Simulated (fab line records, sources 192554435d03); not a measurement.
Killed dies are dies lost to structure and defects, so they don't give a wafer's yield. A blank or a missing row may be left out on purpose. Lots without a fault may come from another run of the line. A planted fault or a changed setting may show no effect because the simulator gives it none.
Which tool did it? | flow n5_finfet | 12 lots, 30 wafers sampled, at 5 steps of a route of 1938

WHAT THE GAUGES READ, wafer by wafer
N5_FIN_SAQP_THK_MEAS_05. Usual: thk_nm 38.2 nm, standard deviation 0.51.
lot  | measured    | on            | thk_nm (nm)    | flag
L818 | day 2 08:48 | film_metro-01 | 38.2 38.3      |
L819 | day 2 15:04 | film_metro-02 | 37.9 38.3 37.9 |
L822 | day 3 09:35 | film_metro-01 | 38.2 38.3 38.6 |
L828 | day 4 20:14 | film_metro-01 | 37.9 38.3      |
L831 | day 5 14:55 | film_metro-01 | 37.9 38.6 39.1 |
L833 | day 6 03:01 | film_metro-01 | 37.7 38.0      |
L835 | day 6 14:52 | film_metro-01 | 38.0 38.4      |
L836 | day 6 21:23 | film_metro-01 | 37.5 38.8      |
L837 | day 7 03:26 | film_metro-01 | 37.1 38.1      |
L838 | day 7 08:44 | film_metro-01 | 38.5 38.4 38.6 |

N5_BEOL_M4_RC_MEAS_101. Usual: DIBL_N 36.1 mV/V, standard deviation 2; DIBL_P 36.3 mV/V, standard deviation 2.5; IOFF_N 0.16 nA/um, standard deviation 0.037; IOFF_P 0.21 nA/um, standard deviation 0.039; ION_N 678 uA/um, standard deviation 15; ION_P 465 uA/um, standard deviation 8.7; SS_N 71.4 mV/dec, standard deviation 0.7; SS_P 73.3 mV/dec, standard deviation 0.74; VT_N 249 mV, standard deviation 3.6; VT_P -250.0 mV, standard deviation 2.9.
lot  | measured     | on        | DIBL_N (mV/V)  | DIBL_P (mV/V)  | IOFF_N (nA/um) | IOFF_P (nA/um) | ION_N (uA/um) | ION_P (uA/um) | SS_N (mV/dec)  | SS_P (mV/dec)  | VT_N (mV)   | VT_P (mV)            | flag
L818 | day 8 23:31  | prober-01 | 35.7 37.6      | 35.4 37.8      | 0.14 0.18      | 0.17 0.22      | 675 674       | 457 460       | 70.6 72.1      | 73.0 74.7      | 254 249     | -255.2 -249.7        |
L819 | day 8 13:13  | prober-02 | 33.3 36.9 33.6 | 30.4 35.9 30.2 | 0.09 0.14 0.09 | 0.15 0.21 0.14 | 643 684 642   | 452 470 443   | 70.6 71.0 70.6 | 72.3 72.7 71.8 | 257 250 258 | -252.8 -250.1 -255.9 |
L822 | day 9 06:28  | prober-01 | 34.8 34.5 38.4 | 35.2 35.1 40.7 | 0.14 0.13 0.21 | 0.18 0.17 0.27 | 687 670 687   | 470 459 472   | 71.5 71.3 72.4 | 72.7 73.1 74.3 | 251 251 244 | -250.1 -251.9 -245.6 |
L828 | day 11 16:26 | prober-02 | 38.8 38.7      | 41.2 39.1      | 0.25 0.23      | 0.32 0.27      | 705 697       | 485 474       | 72.3 72.0      | 73.9 73.4      | 243 244     | -243.5 -249.4        |
L831 | day 12 21:02 | prober-02 | 38.7 37.1 38.4 | 38.7 37.5 39.5 | 0.22 0.20 0.22 | 0.25 0.23 0.27 | 690 690 697   | 463 469 469   | 72.0 71.7 72.0 | 74.1 72.8 74.3 | 246 246 242 | -247.5 -248.3 -247.3 |
L833 | day 13 11:09 | prober-02 | 35.3 34.1      | 36.6 34.7      | 0.15 0.14      | 0.21 0.19      | 654 674       | 456 473       | 71.2 70.5      | 73.1 71.9      | 252 251     | -249.0 -250.6        |
L835 | day 13 20:16 | prober-02 | 34.5 34.3      | 35.3 35.2      | 0.15 0.13      | 0.20 0.19      | 690 660       | 476 453       | 71.0 70.8      | 72.5 72.5      | 249 252     | -250.5 -249.1        |
L836 | day 14 06:56 | prober-02 | 35.6 33.9      | 35.0 33.2      | 0.15 0.13      | 0.20 0.20      | 675 679       | 466 471       | 71.8 70.7      | 73.3 73.0      | 250 252     | -247.7 -248.3        |
L837 | day 13 18:13 | prober-02 | 38.5 35.2      | 39.9 34.9      | 0.21 0.15      | 0.22 0.16      | 685 671       | 455 451       | 72.0 70.6      | 74.3 72.9      | 248 252     | -252.6 -256.1        |
L838 | day 14 13:26 | prober-01 | 39.8 36.3 37.8 | 41.0 37.9 38.1 | 0.25 0.17 0.21 | 0.31 0.25 0.24 | 702 687 689   | 476 474 460   | 72.3 71.1 72.4 | 74.4 74.2 74.1 | 242 246 244 | -245.9 -244.9 -248.1 |

WHICH TOOL RAN EACH LOT (tool, then ch and the chambers of the sampled wafers, then the start)
lot  | N5_PMOS_HMC_CHANNEL_EPI_ETCH_38 | N5_PMOS_HMC_CHANNEL_EPI_EPI_20 | N5_FIN_SAQP_ALD_61
L818 | rie_si-04 ch 1,3, day 2 05:42   | epi_rpcvd-02 ch 0, day 2 06:06 | ald_sin-03 ch 1,2, day 2 08:16
L819 | rie_si-02 ch 0,1,2, day 2 12:07 | epi_rpcvd-04 ch 0, day 2 12:31 | ald_sin-04 ch 0,1,3, day 2 14:32
L822 | rie_si-02 ch 0,1,3, day 3 06:24 | epi_rpcvd-02 ch 0, day 3 06:35 | ald_sin-01 ch 0,2,3, day 3 08:56
L826 | rie_si-02 ch 0,2, day 4 05:47   | epi_rpcvd-02, day 4 06:11      | -
L827 | rie_si-02 ch 0,1,3, day 4 11:53 | epi_rpcvd-02, day 4 12:05      | -
L828 | rie_si-05 ch 0, day 4 17:18     | epi_rpcvd-02 ch 0, day 4 17:41 | ald_sin-03 ch 2,3, day 4 19:43
L831 | rie_si-04 ch 1,2, day 5 11:43   | epi_rpcvd-02 ch 0, day 5 12:07 | ald_sin-01 ch 0,1, day 5 14:23
L833 | rie_si-02 ch 1,2, day 5 23:56   | epi_rpcvd-02 ch 0, day 6 00:07 | ald_sin-01 ch 0,3, day 6 02:25
L835 | rie_si-05 ch 2,3, day 6 11:48   | epi_rpcvd-01 ch 0, day 6 11:59 | ald_sin-01 ch 1, day 6 14:15
L836 | rie_si-02 ch 0,2, day 6 17:58   | epi_rpcvd-04 ch 0, day 6 18:41 | ald_sin-04 ch 2, day 6 20:47
L837 | rie_si-04 ch 0,2, day 7 00:06   | epi_rpcvd-01 ch 0, day 7 00:34 | ald_sin-04 ch 0,1, day 7 02:56
L838 | rie_si-04 ch 0,1,2, day 7 05:40 | epi_rpcvd-02 ch 0, day 7 06:28 | ald_sin-04 ch 1,2, day 7 08:12
- N5_PMOS_HMC_CHANNEL_EPI_ETCH_38: etches SiO2 in CF4, target depth 1.5 nm.
- N5_PMOS_HMC_CHANNEL_EPI_EPI_20: deposits SiGe30, target thk 59 nm.
- N5_FIN_SAQP_ALD_61: deposits SiO2, target thk 4 nm, pulse time 1 s, purge time 2 s.

WHAT THE TOOLS THEMSELVES READ (means of the sampled wafers that have a number; where no wafer has one, the mark that the record gives instead)
N5_PMOS_HMC_CHANNEL_EPI_ETCH_38. Usual: drypump_motor_current_A 5.6 A, standard deviation 0.35; oes_product_au 1.00 a.u., standard deviation 0.034; throttle_valve_pct 21.88 %, standard deviation 0.22.
lot  | tool      | drypump_motor_current_A (A) | oes_product_au (a.u.) | throttle_valve_pct (%) | flag
L818 | rie_si-04 | 5.6                         | 1.03                  | 21.84                  |
L819 | rie_si-02 | 5.8                         | 0.96                  | 22.03                  |
L822 | rie_si-02 | 5.9                         | 0.98                  | 22.12                  |
L826 | rie_si-02 | 5.6                         | 0.98                  | 21.98                  |
L827 | rie_si-02 | 5.9                         | 1.00                  | 22.11                  |
L828 | rie_si-05 | 5.5                         | 1.03                  | 21.52                  |
L831 | rie_si-04 | 5.6                         | 1.02                  | 21.62                  |
L833 | rie_si-02 | 5.8                         | 0.95                  | 22.04                  |
L835 | rie_si-05 | 5.5                         | 0.98                  | 21.88                  |
L836 | rie_si-02 | 5.7                         | 0.98                  | 21.99                  |
L837 | rie_si-04 | 6.0                         | 1.00                  | 21.70                  |
L838 | rie_si-04 | 5.9                         | 1.00                  | 21.67                  |

N5_PMOS_HMC_CHANNEL_EPI_EPI_20. Usual: chamber_pressure_Torr 20.01 Torr, standard deviation 0.044; lamp_inner_pct 12.53 %, standard deviation 0.11.
lot  | tool         | chamber_pressure_Torr (Torr) | lamp_inner_pct (%) | flag
L818 | epi_rpcvd-02 | 20.01                        | 12.54              |
L819 | epi_rpcvd-04 | 20.07                        | 12.45              |
L822 | epi_rpcvd-02 | 19.96                        | 12.49              |
L826 | epi_rpcvd-02 | -                            | -                  | OFF
L827 | epi_rpcvd-02 | -                            | -                  | OFF
L828 | epi_rpcvd-02 | 20.02                        | 12.53              |
L831 | epi_rpcvd-02 | 20.04                        | 12.62              |
L833 | epi_rpcvd-02 | 20.00                        | 12.53              |
L835 | epi_rpcvd-01 | 19.99                        | 12.53              |
L836 | epi_rpcvd-04 | 20.02                        | 12.37              |
L837 | epi_rpcvd-01 | 20.00                        | 12.50              |
L838 | epi_rpcvd-02 | 19.97                        | 12.50              |

N5_FIN_SAQP_ALD_61. Usual: chamber_pressure_Torr 1.999 Torr, standard deviation 0.0041; heater_power_w 485 W, standard deviation 48; precursor_pulse_height_rel 1.003, standard deviation 0.02.
lot  | tool       | chamber_pressure_Torr (Torr) | heater_power_w (W) | precursor_pulse_height_rel | flag
L818 | ald_sin-03 | 2.005                        | 506                | 1.001                      |
L819 | ald_sin-04 | 1.996                        | 473                | 1.000                      |
L822 | ald_sin-01 | 2.000                        | 469                | 1.019                      |
L828 | ald_sin-03 | 2.002                        | 471                | 1.005                      |
L831 | ald_sin-01 | 2.003                        | 480                | 1.007                      |
L833 | ald_sin-01 | 1.993                        | 438                | 0.986                      |
L835 | ald_sin-01 | 2.003                        | 564                | 1.003                      |
L836 | ald_sin-04 | 1.998                        | 504                | 0.998                      |
L837 | ald_sin-04 | 1.996                        | 514                | 1.018                      |
L838 | ald_sin-04 | 2.000                        | 498                | 0.995                      |

THE ANSWER, worked out from the rows above alone
Rule: a lot is off if the mean of its wafers that have a number lies more than 3 standard deviations from the usual mean. A lot without any number at a reading at which 4 lots or more have one is off too. The other lots that the step has rows for count as sound. The gauges are gone through in route order, then the tools' own readings, and for those a lot's mean is taken as printed above. The first step at which some lot is off is used, and at that step the reading that is off furthest; a lot without a number counts as furthest.
Off: L826, L827, at N5_PMOS_HMC_CHANNEL_EPI_EPI_20 (chamber_pressure_Torr). Without a number there: L826, L827.
A tool fits if, at that step or a process step before it, it ran every lot that is off, and no sound lot after the first of them. None of those tried fits.

WHAT THE SIMULATOR HAD PUT IN
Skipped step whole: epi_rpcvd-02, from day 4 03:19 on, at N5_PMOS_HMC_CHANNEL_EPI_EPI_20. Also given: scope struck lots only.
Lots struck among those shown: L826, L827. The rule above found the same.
